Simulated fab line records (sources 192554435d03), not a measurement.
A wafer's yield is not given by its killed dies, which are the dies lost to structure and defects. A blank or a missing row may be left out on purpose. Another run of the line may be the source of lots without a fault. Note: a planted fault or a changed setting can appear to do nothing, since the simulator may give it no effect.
Lot-split experiment || flow n5_finfet || 7 lots, 39 wafers read, on a route of 1938 steps

## THE SPLIT ITSELF
At N5_HKMG_FIN_CVD_62 (deposits a-Si from Si2H6, target thk 3 nm, time 20.8 s), the setting target_thk_a was moved away from the recipe's 30 angstrom on 15 of the 39 wafers read, by -14.1% to +11.1%. This setting was run at the recipe's value on the other wafers.

The split's own step is where the reading is taken.

## THE READING
a-Si_of_HKMG_FIN_CVD_62.thk_nm (the simulator's own value, which no gauge read), in nm, at N5_HKMG_FIN_CVD_62 (deposits a-Si from Si2H6, target thk 3 nm, time 20.8 s). The file does not state a usual value for it. Across the 24 wafers here that went through the recipe, the average is 3.0 nm and the standard deviation 0.081 nm.

{"wafer": "L078.1", "tool, chamber at the split": "thermal_cvd_si-02, 2,0", "target_thk_a as run, angstrom": 30, "against the recipe": "recipe", "a-Si_of_HKMG_FIN_CVD_62.thk_nm, nm": 3, "against lot-mates on the recipe": "-"}
{"wafer": "L078.5", "tool, chamber at the split": "thermal_cvd_si-02, 2,0", "target_thk_a as run, angstrom": 30, "against the recipe": "recipe", "a-Si_of_HKMG_FIN_CVD_62.thk_nm, nm": 3, "against lot-mates on the recipe": "-"}
{"wafer": "L078.6", "tool, chamber at the split": "thermal_cvd_si-02, 1", "target_thk_a as run, angstrom": 30, "against the recipe": "recipe", "a-Si_of_HKMG_FIN_CVD_62.thk_nm, nm": 2.8, "against lot-mates on the recipe": "-"}
{"wafer": "L080.1", "tool, chamber at the split": "thermal_cvd_si-02, 1,0,2", "target_thk_a as run, angstrom": 30, "against the recipe": "recipe", "a-Si_of_HKMG_FIN_CVD_62.thk_nm, nm": 3, "against lot-mates on the recipe": "-"}
{"wafer": "L080.3", "tool, chamber at the split": "thermal_cvd_si-02, 1,0,2", "target_thk_a as run, angstrom": 30, "against the recipe": "recipe", "a-Si_of_HKMG_FIN_CVD_62.thk_nm, nm": 3, "against lot-mates on the recipe": "-"}
{"wafer": "L080.5", "tool, chamber at the split": "thermal_cvd_si-02, 1,0,2", "target_thk_a as run, angstrom": 30, "against the recipe": "recipe", "a-Si_of_HKMG_FIN_CVD_62.thk_nm, nm": 3, "against lot-mates on the recipe": "-"}
{"wafer": "L080.2", "tool, chamber at the split": "thermal_cvd_si-02, 2,0,1", "target_thk_a as run, angstrom": 30, "against the recipe": "recipe", "a-Si_of_HKMG_FIN_CVD_62.thk_nm, nm": 2.8, "against lot-mates on the recipe": "-"}
{"wafer": "L080.4", "tool, chamber at the split": "thermal_cvd_si-02, 2,0,1", "target_thk_a as run, angstrom": 30, "against the recipe": "recipe", "a-Si_of_HKMG_FIN_CVD_62.thk_nm, nm": 2.8, "against lot-mates on the recipe": "-"}
{"wafer": "L080.6", "tool, chamber at the split": "thermal_cvd_si-02, 2,0,1", "target_thk_a as run, angstrom": 30, "against the recipe": "recipe", "a-Si_of_HKMG_FIN_CVD_62.thk_nm, nm": 2.8, "against lot-mates on the recipe": "-"}
{"wafer": "L082.1", "tool, chamber at the split": "thermal_cvd_si-02, 0,2", "target_thk_a as run, angstrom": 30, "against the recipe": "recipe", "a-Si_of_HKMG_FIN_CVD_62.thk_nm, nm": 3, "against lot-mates on the recipe": "-"}
{"wafer": "L082.5", "tool, chamber at the split": "thermal_cvd_si-02, 0,2", "target_thk_a as run, angstrom": 30, "against the recipe": "recipe", "a-Si_of_HKMG_FIN_CVD_62.thk_nm, nm": 3, "against lot-mates on the recipe": "-"}
{"wafer": "L082.2", "tool, chamber at the split": "thermal_cvd_si-02, 1,2,0", "target_thk_a as run, angstrom": 26.2, "against the recipe": "-12.7%", "a-Si_of_HKMG_FIN_CVD_62.thk_nm, nm": 2.6, "against lot-mates on the recipe": -0.3}
{"wafer": "L082.3", "tool, chamber at the split": "thermal_cvd_si-02, 1,2,0", "target_thk_a as run, angstrom": 26.2, "against the recipe": "-12.7%", "a-Si_of_HKMG_FIN_CVD_62.thk_nm, nm": 2.6, "against lot-mates on the recipe": -0.3}
{"wafer": "L082.6", "tool, chamber at the split": "thermal_cvd_si-02, 1,2,0", "target_thk_a as run, angstrom": 26.2, "against the recipe": "-12.7%", "a-Si_of_HKMG_FIN_CVD_62.thk_nm, nm": 2.6, "against lot-mates on the recipe": -0.3}
{"wafer": "L082.4", "tool, chamber at the split": "thermal_cvd_si-02, 1", "target_thk_a as run, angstrom": 30, "against the recipe": "recipe", "a-Si_of_HKMG_FIN_CVD_62.thk_nm, nm": 2.8, "against lot-mates on the recipe": "-"}
{"wafer": "L083.1", "tool, chamber at the split": "thermal_cvd_si-01, 2,2,1", "target_thk_a as run, angstrom": 30, "against the recipe": "recipe", "a-Si_of_HKMG_FIN_CVD_62.thk_nm, nm": 3, "against lot-mates on the recipe": "-"}
{"wafer": "L083.4", "tool, chamber at the split": "thermal_cvd_si-01, 2,2,1", "target_thk_a as run, angstrom": 30, "against the recipe": "recipe", "a-Si_of_HKMG_FIN_CVD_62.thk_nm, nm": 3, "against lot-mates on the recipe": "-"}
{"wafer": "L083.5", "tool, chamber at the split": "thermal_cvd_si-01, 2,2,1", "target_thk_a as run, angstrom": 30, "against the recipe": "recipe", "a-Si_of_HKMG_FIN_CVD_62.thk_nm, nm": 3, "against lot-mates on the recipe": "-"}
{"wafer": "L083.2", "tool, chamber at the split": "thermal_cvd_si-01, 0,1,0", "target_thk_a as run, angstrom": 33.34, "against the recipe": "+11.1%", "a-Si_of_HKMG_FIN_CVD_62.thk_nm, nm": 3.4, "against lot-mates on the recipe": "+0.4"}
{"wafer": "L083.3", "tool, chamber at the split": "thermal_cvd_si-01, 0,1,0", "target_thk_a as run, angstrom": 33.34, "against the recipe": "+11.1%", "a-Si_of_HKMG_FIN_CVD_62.thk_nm, nm": 3.4, "against lot-mates on the recipe": "+0.4"}
{"wafer": "L083.6", "tool, chamber at the split": "thermal_cvd_si-01, 0,1,0", "target_thk_a as run, angstrom": 33.34, "against the recipe": "+11.1%", "a-Si_of_HKMG_FIN_CVD_62.thk_nm, nm": 3.4, "against lot-mates on the recipe": "+0.4"}
{"wafer": "L084.1", "tool, chamber at the split": "thermal_cvd_si-02, 1,0,1", "target_thk_a as run, angstrom": 30, "against the recipe": "recipe", "a-Si_of_HKMG_FIN_CVD_62.thk_nm, nm": 3, "against lot-mates on the recipe": "-"}
{"wafer": "L084.4", "tool, chamber at the split": "thermal_cvd_si-02, 1,0,1", "target_thk_a as run, angstrom": 30, "against the recipe": "recipe", "a-Si_of_HKMG_FIN_CVD_62.thk_nm, nm": 3, "against lot-mates on the recipe": "-"}
{"wafer": "L084.5", "tool, chamber at the split": "thermal_cvd_si-02, 1,0,1", "target_thk_a as run, angstrom": 30, "against the recipe": "recipe", "a-Si_of_HKMG_FIN_CVD_62.thk_nm, nm": 3, "against lot-mates on the recipe": "-"}
{"wafer": "L084.2", "tool, chamber at the split": "thermal_cvd_si-02, 2,0,2", "target_thk_a as run, angstrom": 28.37, "against the recipe": "-5.4%", "a-Si_of_HKMG_FIN_CVD_62.thk_nm, nm": 2.8, "against lot-mates on the recipe": -0.2}
{"wafer": "L084.3", "tool, chamber at the split": "thermal_cvd_si-02, 2,0,2", "target_thk_a as run, angstrom": 28.37, "against the recipe": "-5.4%", "a-Si_of_HKMG_FIN_CVD_62.thk_nm, nm": 2.8, "against lot-mates on the recipe": -0.2}
{"wafer": "L084.6", "tool, chamber at the split": "thermal_cvd_si-02, 2,0,2", "target_thk_a as run, angstrom": 28.37, "against the recipe": "-5.4%", "a-Si_of_HKMG_FIN_CVD_62.thk_nm, nm": 2.8, "against lot-mates on the recipe": -0.2}
{"wafer": "L089.1", "tool, chamber at the split": "thermal_cvd_si-01, 0,0,2", "target_thk_a as run, angstrom": 27.13, "against the recipe": "-9.6%", "a-Si_of_HKMG_FIN_CVD_62.thk_nm, nm": 2.8, "against lot-mates on the recipe": -0.2}
{"wafer": "L089.4", "tool, chamber at the split": "thermal_cvd_si-01, 0,0,2", "target_thk_a as run, angstrom": 27.13, "against the recipe": "-9.6%", "a-Si_of_HKMG_FIN_CVD_62.thk_nm, nm": 2.8, "against lot-mates on the recipe": -0.2}
{"wafer": "L089.5", "tool, chamber at the split": "thermal_cvd_si-01, 0,0,2", "target_thk_a as run, angstrom": 27.13, "against the recipe": "-9.6%", "a-Si_of_HKMG_FIN_CVD_62.thk_nm, nm": 2.8, "against lot-mates on the recipe": -0.2}
{"wafer": "L089.2", "tool, chamber at the split": "thermal_cvd_si-01, 2,1,1", "target_thk_a as run, angstrom": 30, "against the recipe": "recipe", "a-Si_of_HKMG_FIN_CVD_62.thk_nm, nm": 3, "against lot-mates on the recipe": "-"}
{"wafer": "L089.3", "tool, chamber at the split": "thermal_cvd_si-01, 2,1,1", "target_thk_a as run, angstrom": 30, "against the recipe": "recipe", "a-Si_of_HKMG_FIN_CVD_62.thk_nm, nm": 3, "against lot-mates on the recipe": "-"}
{"wafer": "L089.6", "tool, chamber at the split": "thermal_cvd_si-01, 2,1,1", "target_thk_a as run, angstrom": 30, "against the recipe": "recipe", "a-Si_of_HKMG_FIN_CVD_62.thk_nm, nm": 3, "against lot-mates on the recipe": "-"}
{"wafer": "L092.1", "tool, chamber at the split": "thermal_cvd_si-02, 0,2,1", "target_thk_a as run, angstrom": 30, "against the recipe": "recipe", "a-Si_of_HKMG_FIN_CVD_62.thk_nm, nm": 3, "against lot-mates on the recipe": "-"}
{"wafer": "L092.2", "tool, chamber at the split": "thermal_cvd_si-02, 0,2,1", "target_thk_a as run, angstrom": 30, "against the recipe": "recipe", "a-Si_of_HKMG_FIN_CVD_62.thk_nm, nm": 3, "against lot-mates on the recipe": "-"}
{"wafer": "L092.5", "tool, chamber at the split": "thermal_cvd_si-02, 0,2,1", "target_thk_a as run, angstrom": 30, "against the recipe": "recipe", "a-Si_of_HKMG_FIN_CVD_62.thk_nm, nm": 3, "against lot-mates on the recipe": "-"}
{"wafer": "L092.3", "tool, chamber at the split": "thermal_cvd_si-02, 1,2,0", "target_thk_a as run, angstrom": 25.76, "against the recipe": "-14.1%", "a-Si_of_HKMG_FIN_CVD_62.thk_nm, nm": 2.6, "against lot-mates on the recipe": -0.4}
{"wafer": "L092.4", "tool, chamber at the split": "thermal_cvd_si-02, 1,2,0", "target_thk_a as run, angstrom": 25.76, "against the recipe": "-14.1%", "a-Si_of_HKMG_FIN_CVD_62.thk_nm, nm": 2.6, "against lot-mates on the recipe": -0.4}
{"wafer": "L092.6", "tool, chamber at the split": "thermal_cvd_si-02, 1,2,0", "target_thk_a as run, angstrom": 25.76, "against the recipe": "-14.1%", "a-Si_of_HKMG_FIN_CVD_62.thk_nm, nm": 2.6, "against lot-mates on the recipe": -0.4}
If several chambers appear in one row, that row covers several wafers at once and the file leaves open which wafer was in which chamber.

FIT RESULTS
A straight line over all 39 wafers: a-Si_of_HKMG_FIN_CVD_62.thk_nm changes by +0.0291 nm for each +1% of target_thk_a; r = +0.92; the points scatter about the line by 0.079 nm.
The same after taking each lot's own level away (the mean of its wafers on the recipe; 39 wafers): +0.0293 nm for each +1%; r = +0.95; scatter 0.064 nm.
Per that fit: largest target_thk_a move, reading shift of 0.41 nm.
Across the lots, their own levels run from 2.90 to 3.00 nm, a range of 1.2 times the standard deviation given above.
Hence the lot-to-lot level has little effect on the slope; both slopes agree.
Check: -0.401 nm against its lot-mates is what the line predicts for one of the wafers moved furthest among these (-14.1%) when that wafer is left out of the fit. Against them it came out at -0.4 nm.

## THE OTHER SPLITS THESE WAFERS WENT THROUGH
Before the reading, these wafers also passed through other splits. Each is held against what the fit with the lots' levels taken away leaves over:
{"other split on the same wafers": "N5_HKMG_FIN_ETCH_54 bias_w", "wafers away from the commonest value": 12, "r with a-Si_of_HKMG_FIN_CVD_62.thk_nm (lot level and that fit taken away)": "+0.04"}

## THE FILE'S OWN FIT
a-Si_of_HKMG_FIN_CVD_62.thk_nm changes by +0.0286 nm for each +1% of target_thk_a, r = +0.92.
